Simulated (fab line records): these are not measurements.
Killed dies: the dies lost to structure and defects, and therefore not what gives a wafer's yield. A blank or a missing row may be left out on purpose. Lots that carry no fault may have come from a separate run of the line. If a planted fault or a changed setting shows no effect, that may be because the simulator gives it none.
fab line records ; flow nandHarc
[record] lots = 5; wafers = 14; lastDay = 23
route steps=1159 shown A_BLC@992 A_M0@994 END@1159
lots untouched by any fault: they come from a run of this same line in which no faults occurred
startH: hours from the record's first day to the start of the lot's first wafer shown ; waitH: time in hours since the lot's previous step ; " the same as in the row above ; L1.1+2: a row that stands for several wafers ; - no value, or no start was given ; * or withheld: withheld ; < > ~ a bound
route shown NAME@n: names a module that has steps shown in the file, with the first one's number in the route ; usual: mean/standard deviation of fault-free wafers ; same: alike in all rows ; chamber/n: place in a boat ; sites: per-site readings ; _std_site: their standard deviation ; _edge_site: inner sites' mean taken away from outer sites' mean ; radiusMm: for every site, how far away it sits from the centre of the wafer ; mask NAME#n: copy n ; behind: the tool/chamber that last shaped the wafer ; hold: reason for holding the lot/hours on hold/outcome of the hold ; device: whichever transistor did not switch (one of n, p or np) ; end of line: at the end of the route, the tests of the same wafers ; step lacking rows: just its recipe ; killed: dies that structure and defects cost at the first sort, which is not the same as the wafer's yield ; map: shows each die of a wafer: x if killed, . if not, _ if none is there
set.NAME: the setting as run; set.NAME@STEP: as run at that earlier step ; model.NAME: the simulator's own value behind a step, which no gauge read
lots at some steps of the route; a table a step, a row a wafer
services: from which hour (startH, from the record's first day; less than 0 if before it) a tool's chamber was out of use, for how many hours, and why
[[steps]]
[step NHARC_A_BLC_SRD_27]
[step NHARC_A_BLC_INSPECT_28]
[usual] rawDefectCount = 467/140
lot.wafer;tool;chamber;startH;waitH;rawDefectCount
L321.1;defectInspect-02;-;415.93;0.1;516
L321.4;defectInspect-02;-;415.93;0.1;629
L321.6;defectInspect-02;-;415.93;0.1;674
L326.2;defectInspect-02;-;458.12;0.1;480
L326.3;defectInspect-02;-;458.12;0.1;470
L326.5;defectInspect-02;-;458.12;0.1;387
L330.2;defectInspect-02;-;462.58;0.1;329
L330.4;defectInspect-02;-;462.58;0.1;438
L330.5;defectInspect-02;-;462.58;0.1;702
L331.1;defectInspect-01;-;465.14;0.1;316
L331.2;defectInspect-01;-;465.14;0.1;478
L331.4;defectInspect-01;-;465.14;0.1;348
L336.3;defectInspect-02;-;506.87;0.1;346
L336.6;defectInspect-02;-;506.87;0.1;520
[step NHARC_A_M0_DEP_00]
[recipe] targetThkA = 1500; targetThkNm = 150; tempC = withheld; pressureTorr = 5; flowSccm = 200; rfW = 600; material = SiOC
[step NHARC_A_M0_DEHYDRATE_01]
[recipe] tempC = 150; timeS = 120
[step NHARC_A_M0_HMDS_02]
[recipe] timeS = 30
[step NHARC_A_M0_COAT_33]
[recipe] tempC = 200; timeS = 65
[step NHARC_A_M0_COAT_03]
[recipe] spinRpm = 1500; resistThkNm = 90
[step NHARC_A_M0_SOFTBAKE_04]
[recipe] tempC = 105; timeS = 55
[step NHARC_A_M0_EBR_05]
[step NHARC_A_M0_EXPOSE_06]
[recipe] na = 1.35; targetCdNm = 80; doseMj = 83.25; maskId = A_M0
[step NHARC_A_M0_PEB_07]
[recipe] pebTempC = 100; pebTimeS = 65
[step NHARC_A_M0_DEVELOP_08]
[recipe] developTimeS = 35; devTempC = 23
lot.wafer;tool;chamber;startH;waitH
L321.1+4+6;lithoTrack-06;0;416;-
L326.2+3+5;lithoTrack-01;0;459;-
L330.2+4+5;lithoTrack-01;0;463;-
L331.1+2+4;lithoTrack-01;0;465;-
L336.3+6;lithoTrack-06;0;507;-
[step NHARC_A_M0_CD_MEAS_09]
[recipe] targetCdNm = 80; landingEnergyEv = 500
[usual] cdNm = 80.1/0.61
lot.wafer;tool;chamber;startH;waitH;cdNm
L321.1;cdSem-03;0;416.72;-;81.1
L321.4;cdSem-03;0;416.72;-;80.3
L321.6;cdSem-03;0;416.72;-;79.3
L326.2;cdSem-01;0;459.11;-;81.6
L326.3;cdSem-01;0;459.11;-;80.7
L326.5;cdSem-01;0;459.11;-;80.1
L330.2;cdSem-03;0;463.36;-;79.4
L330.4;cdSem-03;0;463.36;-;78.8
L330.5;cdSem-03;0;463.36;-;80.0
L331.1;cdSem-01;0;465.91;-;80.8
L331.2;cdSem-01;0;465.91;-;80.3
L331.4;cdSem-01;0;465.91;-;79.9
L336.3;cdSem-03;0;507.78;-;81.3
L336.6;cdSem-03;0;507.78;-;79.5
[step NHARC_A_M0_OVL_MEAS_10]
[recipe] pitchNm = 160
[usual] overlayXNm = 0.1/0.83; overlayYNm = 0.0/1.1
lot.wafer;tool;chamber;startH;waitH;overlayXNm;overlayYNm
L321.1;overlay-01;-;416.81;-;-0.9;0.6
L321.4;overlay-01;-;416.81;-;-0.6;1.7
L321.6;overlay-01;-;416.81;-;-0.6;1.2
L326.2;overlay-01;-;459.20;-;1.4;0.3
L326.3;overlay-01;-;459.20;-;1.5;-0.3
L326.5;overlay-01;-;459.20;-;1.0;-0.3
L330.2;overlay-01;-;463.44;-;1.1;-0.2
L330.4;overlay-01;-;463.44;-;0.9;-1.1
L330.5;overlay-01;-;463.44;-;1.0;-1.1
L331.1;overlay-02;-;466.00;-;1.2;0.7
L331.2;overlay-02;-;466.00;-;1.1;0.7
L331.4;overlay-02;-;466.00;-;1.0;0.9
L336.3;overlay-01;-;507.86;-;-0.7;1.4
L336.6;overlay-01;-;507.86;-;-1.3;1.4
[step NHARC_A_M0_INSPECT_11]
[usual] rawDefectCount = 30/11
lot.wafer;tool;chamber;startH;waitH;rawDefectCount
L321.1;defectInspect-01;-;416.84;0.0;10
L321.4;defectInspect-01;-;416.84;0.0;26
L321.6;defectInspect-01;-;416.84;0.0;31
L326.2;defectInspect-01;-;459.24;0.0;36
L326.3;defectInspect-01;-;459.24;0.0;27
L326.5;defectInspect-01;-;459.24;0.0;41
L330.2;defectInspect-02;-;463.48;0.0;17
L330.4;defectInspect-02;-;463.48;0.0;22
L330.5;defectInspect-02;-;463.48;0.0;36
L331.1;defectInspect-01;-;466.04;0.0;24
L331.2;defectInspect-01;-;466.04;0.0;33
L331.4;defectInspect-01;-;466.04;0.0;31
L336.3;defectInspect-02;-;507.90;0.0;23
L336.6;defectInspect-02;-;507.90;0.0;39
[step NHARC_A_M0_DESCUM_14]
[recipe] timeS = 3; o2FlowSccm = 200; arFlowSccm = 0; biasPowerW = 0; chemistry = O2
[usual] chamberPressureMTorr = 60.00/0.06; drypumpMotorCurrentA = 5.63/0.29; mfcArSccm = 0.009/0.011; oesProductAu = 0.999/0.01; rfVppV = 57.9/0.71; showerheadPlenumPTorr = 1.94/0.082; throttleValvePct = 11.311/0.0089
lot.wafer;tool;chamber;startH;waitH;chamberPressureMTorr;drypumpMotorCurrentA;mfcArSccm;oesProductAu;rfHoursCounterH;rfVppV;showerheadPlenumPTorr;throttleValvePct;model.A_M0.cdNm
L321.4;rieDiel-02;1;416.91;0.1;59.96;5.80;0.018;1.007;5;57.9;1.87;11.300;80.15
L321.1;rieDiel-02;0;416.91;0.1;60.07;5.49;0;1.018;6;57.9;1.87;11.295;81.52
L321.6;rieDiel-02;1;416.91;0.1;59.95;5.76;0.018;1.009;-;57.3;1.87;11.316;79.49
L326.3;rieDiel-02;3;459.31;0.1;60.03;5.83;0.001;0.996;8;58.7;2.06;11.320;80.79
L326.2;rieDiel-02;0;459.31;0.1;59.93;5.52;0;1.016;9;58.3;1.87;11.304;81.66
L326.5;rieDiel-02;3;459.31;0.1;59.92;5.84;0.001;1.003;-;58.7;2.06;11.326;80.91
L330.2;rieDiel-02;3;463.56;0.1;60.02;5.79;0.001;0.986;8;57.6;2.06;11.312;79.65
L330.4;rieDiel-02;0;463.56;0.1;60.04;5.52;0;1.000;9;57.9;1.87;11.316;79.1
L330.5;rieDiel-02;2;463.56;0.1;60.04;5.76;0;1.012;-;57.8;2.04;11.305;79.18
L331.4;rieDiel-07;3;466.10;0.1;59.93;5.59;0.006;0.984;3;57.2;1.91;11.312;79.62
L331.2;rieDiel-07;1;466.10;0.1;59.96;5.35;0.036;1.006;3;57.5;1.93;11.315;80.8
L331.1;rieDiel-07;2;466.10;0.1;60.10;5.34;0.014;0.992;4;57.5;1.87;11.319;80.65
L336.3;rieDiel-07;3;507.99;0.1;60.09;5.59;0.006;0.981;6;57.5;1.91;11.320;81.23
L336.6;rieDiel-07;0;507.99;0.1;60.09;6.09;0;0.993;-;58.3;1.79;11.308;79.26
[step NHARC_A_M0_ETCH_34]
[recipe] targetDepthA = 400; overetchA = 120; timeS = 43.94; ionEnergyEv = 200; n2FlowSccm = 150; h2FlowSccm = 150; arFlowSccm = 0; rfW = 400; biasW = 150; chemistry = N2/H2
[usual] chamberPressureMTorr = 29.996/0.028; drypumpMotorCurrentA = 5.7/0.3; mfcArSccm = 0.008/0.011; oesProductAu = 0.998/0.011; rfVppV = 431.1/2.6; showerheadPlenumPTorr = 2.06/0.09; throttleValvePct = 14.171/0.0087
lot.wafer;tool;chamber;startH;waitH;chamberPressureMTorr;drypumpMotorCurrentA;mfcArSccm;oesProductAu;rfHoursCounterH;rfVppV;showerheadPlenumPTorr;throttleValvePct
L321.1;rieDiel-02;1;416.99;0.1;29.979;5.8;0.018;1.006;5;429.1;1.99;14.159
L321.4;rieDiel-02;3;416.99;0.1;29.968;5.8;0.001;1.005;6;434.4;2.20;14.178
L321.6;rieDiel-02;2;416.99;0.1;29.920;5.7;0;1.017;-;433.3;2.18;14.167
L326.2;rieDiel-02;0;459.39;0.1;29.999;5.5;0;1.011;9;430.5;1.99;14.162
L326.3;rieDiel-02;1;459.39;0.1;30.012;5.8;0.018;1.006;8;429.5;1.99;14.178
L326.5;rieDiel-02;3;459.39;0.1;30.015;5.8;0.001;0.994;-;435.7;2.20;14.172
L330.2;rieDiel-02;1;463.62;0.1;29.952;5.8;0.018;1.006;8;428.6;1.99;14.169
L330.4;rieDiel-02;2;463.62;0.1;29.989;5.8;0;1.021;8;433.8;2.18;14.180
L330.5;rieDiel-02;2;463.62;0.1;29.984;5.7;0;1.019;-;435.6;2.18;14.176
L331.2;rieDiel-07;0;466.18;0.1;30.050;6.1;0;0.993;3;426.8;1.91;14.154
L331.4;rieDiel-07;1;466.18;0.1;29.995;5.3;0.036;1.012;3;428.5;2.05;14.167
L331.1;rieDiel-07;3;466.18;0.1;30.008;5.6;0.006;0.993;3;431.5;2.04;14.164
L336.3;rieDiel-07;2;508.06;0.1;29.994;5.3;0.014;0.990;6;428.4;1.99;14.179
L336.6;rieDiel-07;0;508.06;0.1;30.020;6.1;0;0.980;-;427.6;1.91;14.168
[step NHARC_END_SORT_01]
[recipe] tempC = 25
[usual] defectLimitedYield = 95.4/1.3; killedAtArray = 27/8; killedAtOther = 0.8/1.2; killedAtPeriphery = 3.3/2.3; killedDies = 31/8.8; killedOpen = 3.2/2.1; killedShort = 2.1/1.4; sort_bin_2_pct = 1.4/0.55; sort_bin_3_pct = 0.25/0.2; sort_bin_4_pct = 2.9/0.92; sortNPass = 646/8.8; sortRimYieldPct = 95.5/2.7; sortYieldPct = 95.4/1.3
[same] grossDies = 677; sort_bin_5_pct[%] = 0; sort_bin_6_pct[%] = 0; sort_bin_7_pct[%] = 0; sort_bin_8_pct[%] = 0; sortRimNGross = 106.00
lot.wafer;tool;chamber;startH;waitH;defectLimitedYield[%];killedAtArray;killedAtOther;killedAtPeriphery;killedDies;killedOpen;killedShort;sort_bin_2_pct[%];sort_bin_3_pct[%];sort_bin_4_pct[%];sortNPass;sortRimYieldPct[%];sortYieldPct[%]
L321.1;prober-01;0;461.49;2.5;98.1;8;1;4;13;2;2;1.0;0.44;0.4;664;98.1;98.1
L321.4;prober-01;0;463.91;3.4;96.6;21;0;2;23;1;1;0.7;0.15;2.5;654;94.3;96.6
L321.6;prober-01;0;465.53;4.0;96.0;24;0;3;27;4;1;0.9;0.15;3.0;650;94.3;96.0
L326.2;prober-02;0;502.61;2.8;95.4;25;1;5;31;2;3;1.6;0.30;2.7;646;91.5;95.4
L326.3;prober-02;0;503.41;3.1;95.1;27;1;5;33;4;3;1.0;0.44;3.4;644;95.3;95.1
L326.5;prober-02;0;505.02;3.7;94.2;36;0;3;39;1;0;1.2;0.59;4.0;638;98.1;94.2
L330.2;prober-01;0;509.25;2.8;96.9;19;1;1;21;2;3;0.4;0.15;2.5;656;95.3;96.9
L330.4;prober-01;0;510.85;3.4;95.9;18;6;4;28;5;1;1.2;0.30;2.7;649;95.3;95.9
L330.5;prober-01;0;511.65;3.7;95.0;26;4;4;34;3;2;2.4;0.44;2.2;643;97.2;95.0
L331.1;prober-02;0;509.59;2.5;96.0;22;0;5;27;4;0;1.6;0;2.4;650;99.1;96.0
L331.2;prober-02;0;510.39;2.8;96.0;23;1;3;27;1;3;1.5;0.15;2.4;650;97.2;96.0
L331.4;prober-02;0;511.98;3.4;95.6;28;1;1;30;2;1;1.8;0.15;2.5;647;100.0;95.6
L336.3;prober-02;0;551.60;3.1;95.7;21;1;7;29;1;2;0.9;0.44;3.0;648;96.2;95.7
L336.6;prober-02;0;553.97;3.9;94.8;24;0;11;35;2;3;1.8;0.30;3.1;642;91.5;94.8
// killed by level:class
L321.1 A_STAIRCASE:chamberFilmFlake=4 P_STI:chamberFilmFlake=2 P_CONTACT:geometricParticle:short=1 P_M0:geometricParticle:open=1 A_SGD_CUT:geometricParticle:short=1 A_WL_FILL:geometricParticle:open=1 A_SLIT:chamberFilmFlake=1 A_BLC:chamberFilmFlake=1
L321.4 A_SLIT:chamberFilmFlake=8 A_STAIRCASE:chamberFilmFlake=5 P_STI:chamberFilmFlake=2 A_CHANNEL_HOLE_D1:chamberFilmFlake=2 A_CONTACT:chamberFilmFlake=2 A_WL_FILL:geometricParticle:short=1 A_M0:geometricParticle:open=1 A_CHANNEL_FILL_D1:chamberFilmFlake=1
L321.6 A_SLIT:chamberFilmFlake=10 A_STAIRCASE:chamberFilmFlake=6 A_CONTACT:chamberFilmFlake=2 A_CHANNEL_FILL_D1:geometricParticle:open=1 A_STAIRCASE:geometricParticle:short=1 A_SGD_CUT:geometricParticle:open=1 A_CONTACT:geometricParticle:open=1 A_BLC:geometricParticle:open=1
L326.2 A_CHANNEL_HOLE_D1:chamberFilmFlake=13 A_SLIT:chamberFilmFlake=8 P_M0:chamberFilmFlake=3 A_M0:geometricParticle:open=2 P_BONDPAD:chamberFilmFlake=2 A_ONON_D1:geometricParticle:short=1 A_CONTACT:geometricParticle:short=1 STARTING-WAFER:geometricParticle:short=1
L326.3 A_SLIT:chamberFilmFlake=11 A_CHANNEL_HOLE_D1:chamberFilmFlake=6 A_CONTACT:chamberFilmFlake=4 P_BONDPAD:chamberFilmFlake=3 A_ONON_D1:geometricParticle:short=2 A_STAIRCASE:chamberFilmFlake=2 P_CONTACT:geometricParticle:short=1 P_M0:geometricParticle:open=1
L326.5 A_CHANNEL_HOLE_D1:chamberFilmFlake=18 A_SLIT:chamberFilmFlake=15 P_BONDPAD:chamberFilmFlake=2 A_CONTACT:chamberFilmFlake=2 A_WL_FILL:geometricParticle:open=1 P_M0:chamberFilmFlake=1
L330.2 A_SLIT:chamberFilmFlake=8 A_CONTACT:chamberFilmFlake=3 A_SGD_CUT:geometricParticle:short=2 A_WL_FILL:chamberFilmFlake=2 A_CHANNEL_FILL_D1:geometricParticle:short=1 A_WL_FILL:geometricParticle:open=1 A_CONTACT:geometricParticle:open=1 P_GATE:chamberFilmFlake=1
L331.1 A_CHANNEL_HOLE_D1:chamberFilmFlake=15 P_GATE:chamberFilmFlake=3 A_CONTACT:chamberFilmFlake=3 A_STAIRCASE:chamberFilmFlake=2 P_STI:geometricParticle:open=1 P_M1:geometricParticle:open=1 A_CHANNEL_FILL_D1:geometricParticle:open=1 A_CONTACT:geometricParticle:open=1
L331.2 A_CHANNEL_HOLE_D1:chamberFilmFlake=12 A_CONTACT:chamberFilmFlake=8 P_GATE:chamberFilmFlake=3 A_ONON_D1:geometricParticle:open=1 A_WL_FILL:geometricParticle:short=1 A_M0:geometricParticle:short=1 STARTING-WAFER:geometricParticle:short=1
L330.4 A_SLIT:chamberFilmFlake=8 THIN_TSV:chamberFilmFlake=6 A_CHANNEL_HOLE_D1:chamberFilmFlake=5 P_M0:geometricParticle:open=2 P_M1:geometricParticle:open=1 A_SGD_CUT:geometricParticle:open=1 A_WL_FILL:geometricParticle:short=1 A_CONTACT:geometricParticle:open=1
L330.5 A_SLIT:chamberFilmFlake=18 A_CHANNEL_HOLE_D1:chamberFilmFlake=5 THIN_TSV:chamberFilmFlake=3 P_STI:chamberFilmFlake=2 P_STI:geometricParticle:short=1 P_CONTACT:geometricParticle:open=1 A_WL_FILL:geometricParticle:open=1 A_CONTACT:geometricParticle:open=1
L331.4 A_CHANNEL_HOLE_D1:chamberFilmFlake=18 A_CONTACT:chamberFilmFlake=8 P_STI:geometricParticle:short=1 A_WL_FILL:geometricParticle:open=1 A_M0:geometricParticle:open=1 THIN_TSV:chamberFilmFlake=1
L336.3 A_SLIT:chamberFilmFlake=14 P_ZERO_WELL:chamberFilmFlake=6 A_CHANNEL_HOLE_D1:chamberFilmFlake=2 P_CONTACT:geometricParticle:open=1 A_CHANNEL_FILL_D1:geometricParticle:short=1 A_WL_FILL:geometricParticle:short=1 A_STAIRCASE:chamberFilmFlake=1 A_CONTACT:chamberFilmFlake=1
L336.6 A_SLIT:chamberFilmFlake=15 P_ZERO_WELL:chamberFilmFlake=8 A_CHANNEL_HOLE_D1:chamberFilmFlake=3 P_M0:geometricParticle:open=1 A_SGD_CUT:geometricParticle:short=1 A_WL_FILL:geometricParticle:short=1 A_CONTACT:geometricParticle:short=1 A_CONTACT:geometricParticle:open=1
[[services]]
tool;chamber;startH;hours;kind
rieDiel-07;-;405.52;9.0;pm
rieDiel-02;0;410.20;-;clean
rieDiel-02;1;410.20;-;clean
rieDiel-02;2;410.20;-;clean
rieDiel-02;3;410.20;-;clean
rieDiel-02;0;434.70;-;clean
rieDiel-02;1;434.70;-;clean
rieDiel-02;2;434.70;-;clean
rieDiel-02;3;434.70;-;clean
lithoTrack-01;-;443.00;7.0;pm
rieDiel-07;1;452.43;3.9;repair
rieDiel-02;0;459.22;-;clean
rieDiel-02;1;459.22;-;clean
rieDiel-02;2;459.22;-;clean
rieDiel-02;3;459.22;-;clean
lithoTrack-06;-;467.00;7.0;pm
rieDiel-02;0;483.72;-;clean
rieDiel-02;1;483.72;-;clean
rieDiel-02;2;483.72;-;clean
rieDiel-02;3;483.72;-;clean
rieDiel-02;1;501.19;7.4;repair
rieDiel-02;-;504.70;9.0;pm
rieDiel-02;0;504.70;9.0;ventCycle
rieDiel-02;2;504.70;9.0;ventCycle
[[key]]
firstSign none at tools or gauges
[modelEffect] step = NHARC_A_M0_DESCUM_14; value = A_M0.cdNm; without = 80.13; struck = 81.23
metAt NHARC_A_M0_DEVELOP_08
struckWafers L336.3
onsetBetween 416 507
[fault] kind = processParameterDrift; tool = lithoTrack-06; chamber = -; onsetH = 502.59; steps = NHARC_A_M0_DEVELOP_08; channel = developTimeS; offset = *; shape = step; endH = 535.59; scope = struckWafersOnly; actsIn = *; stated = *
